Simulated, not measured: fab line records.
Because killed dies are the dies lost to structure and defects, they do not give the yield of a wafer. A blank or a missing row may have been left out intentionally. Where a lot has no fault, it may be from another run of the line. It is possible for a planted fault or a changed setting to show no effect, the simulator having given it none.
Chamber matching	flow n5-finfet	N5_BEOL_M3_ETCH_64 on rie-diel-06 has 4 sister chambers
The step etches SOC in N2/H2, target depth 75 nm, overetch 15 nm, time 112.5 s. 8 wafers are shown with their chamber, then 6 later ones without.

## WAFERS WITH THEIR CHAMBER
wafer	chamber	showerhead-plenum-p-Torr (Torr)	rf-vpp-V (V)
L587.4	1	2.36	518
L587.5	0	2.50	521
L592.1	3	2.42	519
L592.3	2	2.64	525
L592.4	3	2.42	520
L598.1	2	2.63	525
L598.3	0	2.49	523
L598.4	1	2.35	518

## WAFERS WHOSE CHAMBER IS MISSING
wafer	showerhead-plenum-p-Torr (Torr)	rf-vpp-V (V)
L597.2	2.41	520
L597.4	2.49	523
L597.6	2.41	521
L603.1	2.34	519
L603.2	2.49	523
L603.6	2.49	523

## WHICH CHAMBER EACH WENT THROUGH
wafer	from the rows above	in truth
L597.2	3	3
L597.4	0	0
L597.6	3	3
L603.1	1	1
L603.2	0	0
L603.6	0	0
6 of 6 placed correctly. Left unplaced by these rows: 0. 0 placed wrongly.
How it was worked out, from the rows above alone: a wafer's distance from a chamber is the root of the sum, over the readings, of the square of ((its reading less the chamber's mean) divided by the reading's scatter). If the next closest chamber is less than 2 further off than the closest, the wafer can't be placed; otherwise it belongs to the closest. A chamber's mean is the mean of its shown wafers. The scatter is the square root of a quotient: the sum, over the shown wafers, of each reading's squared deviation from its chamber's mean, divided by wafers minus chambers.
